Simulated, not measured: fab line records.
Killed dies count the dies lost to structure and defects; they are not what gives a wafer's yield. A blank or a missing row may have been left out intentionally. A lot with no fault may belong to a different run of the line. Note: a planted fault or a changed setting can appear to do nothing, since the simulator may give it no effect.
Struck lot and sound lot, side by side ; flow nand harc ; 37 out of 1159 route steps
Sound: wafers L361.1, L361.3, L361.5. Struck: wafers L356.4, L356.5, L356.6. At the end, the cause is stated.
For every step that has rows: the tool of each side, followed by ch and its chambers, followed by its first start. Under that, the readings that differ: sound wafers ; struck wafers ; difference of the means ; sigmas: that difference in standard deviations of wafers without a fault.
alike: a reading whose means differ by less than 2 such deviations, as well as words and numbers matching on both sides. not compared: withheld readings; readings where some wafer has no value; bounds like >300 that might hide an equal value; numbers whose values overlap and for which the record gives no deviation.
A row with sigmas, a row that says differs or no value, or rows on one side alone: a step with any of these is where the two part. When numbers do not overlap yet have no deviation, they are printed without sigmas and do not part them. Lack of a reading on every wafer of one side parts them only where that side has two or more wafers.

first, 4 steps without rows for these wafers: NHARC_A_STAIRCASE_STRIP_316 (strips in O2); NHARC_A_STAIRCASE_STRIP_317 (strips in SPM, time 900 s); NHARC_A_STAIRCASE_PRECLEAN_318 (cleans in SC1); NHARC_A_STAIRCASE_SRD_329.
NHARC_A_STAIRCASE_ALD_415: deposits SiO2, target thk 30 nm, pulse time 6 s, ald cycles 300.
  sound on ald hk-04 ch 0,2, day 15 14:37; struck on ald hk-04 ch 1,2,3, day 14 10:28
  alike: heater power w, precursor pulse height rel
NHARC_A_STAIRCASE_ETCHBACK_416: etches the open film in C4F8/O2/Ar, target depth 36 nm, time 7.2 s.
  sound on rie diel-11 ch 0,2; struck on rie diel-11 ch 0,1
reading;sound;struck;difference;sigmas
oes product au (a.u.);0.993 0.996 0.993;0.926 0.931 0.932;-0.064;-2
  alike: chamber pressure mTorr, rf vpp V
  not compared: rf hours counter h
NHARC_A_STAIRCASE_STRIP_476: strips in O2, time 20 s.
  sound on rie diel-11 ch 0,1,2, day 15 16:34; struck on rie diel-11 ch 1,2, day 14 12:14
  alike: chamber pressure mTorr, drypump motor current A, oes product au, rf vpp V, showerhead plenum p Torr, throttle valve pct
  not compared: rf hours counter h
then, 4 steps without rows for these wafers: NHARC_A_STAIRCASE_DEP_417 (deposits Si3N4, target thk 60 nm); NHARC_A_STAIRCASE_WET_418 (chemistry H3PO4, target depth 20 nm); NHARC_A_STAIRCASE_PRECLEAN_419 (cleans in SC1); NHARC_A_STAIRCASE_SRD_421.
NHARC_A_STAIRCASE_ALD_420: deposits SiO2, target thk 20 nm, pulse time 6 s, ald cycles 200.
  sound on ald hk-04 ch 0,1,2, day 15 20:44; struck on ald hk-01 ch 1,2, day 14 13:59
  alike: heater power w, precursor pulse height rel
then, 3 steps without rows for these wafers: NHARC_A_STAIRCASE_CVD_552 (deposits SiNx, target thk 40 nm); NHARC_A_STAIRCASE_DEP_151 (deposits SiO2, target thk 3800 nm); NHARC_A_STAIRCASE_ANNEAL_320 (time 1800 s).
NHARC_A_STAIRCASE_DEP_322: deposits SiO2, target thk 3800 nm.
  sound on pecvd-02 ch 0,1,2, day 16 11:51; struck on pecvd-03 ch 0,1,2, day 15 09:09
  alike: heater power w
then, 12 steps without rows for these wafers: NHARC_A_STAIRCASE_ANNEAL_323 (time 1800 s); NHARC_A_STAIRCASE_DEP_325 (deposits SiO2, target thk 3800 nm); NHARC_A_STAIRCASE_ANNEAL_326 (time 1800 s); NHARC_A_STAIRCASE_DEHYDRATE_433 (time 120 s); NHARC_A_STAIRCASE_HMDS_434 (time 30 s); NHARC_A_STAIRCASE_COAT_435; NHARC_A_STAIRCASE_SOFTBAKE_436 (time 170 s); NHARC_A_STAIRCASE_EBR_437; NHARC_A_STAIRCASE_EXPOSE_438 (exposes mask STAIR REV); NHARC_A_STAIRCASE_PEB_439 (peb time 130 s); NHARC_A_STAIRCASE_DEVELOP_440 (time 140 s); NHARC_A_STAIRCASE_HARDBAKE_442 (time 140 s).
NHARC_A_STAIRCASE_DESCUM_443: chemistry O2, time 3 s.
  sound on rie diel-11 ch 1,2, day 17 00:04; struck on rie diel-12 ch 0,1, day 16 02:18
  alike: chamber pressure mTorr, drypump motor current A, oes product au, rf vpp V, showerhead plenum p Torr, throttle valve pct
  not compared: rf hours counter h
then, 7 steps without rows for these wafers: NHARC_A_STAIRCASE_ETCH_444 (etches the open film in C4F8/O2, target depth 10200 nm, time 3400 s); NHARC_A_STAIRCASE_STRIP_446 (strips in O2); NHARC_A_STAIRCASE_STRIP_447 (strips in SPM, time 900 s); NHARC_A_STAIRCASE_PRECLEAN_448 (cleans in SC1); NHARC_A_STAIRCASE_SRD_449; NHARC_A_STAIRCASE_CMP_450 (polishes SiO2, target thk 200 nm); NHARC_A_STAIRCASE_CMP_152 (polishes).
-- the record jumps here: 6 days lie between the struck wafers' starts before and after (it left off in module A_STAIRCASE and takes up again in module END, whose first step shown is number 1159 of the route) --
NHARC_END_SORT_01:
  at this point the record logs the struck wafers (prober-02 ch 0, day 21 20:58) and has no rows for the sound ones

== WHERE THEY PART ==
Last at NHARC_END_SORT_01 as far as this record goes, first at NHARC_A_STAIRCASE_ETCHBACK_416.

WHY: what the simulator had put in
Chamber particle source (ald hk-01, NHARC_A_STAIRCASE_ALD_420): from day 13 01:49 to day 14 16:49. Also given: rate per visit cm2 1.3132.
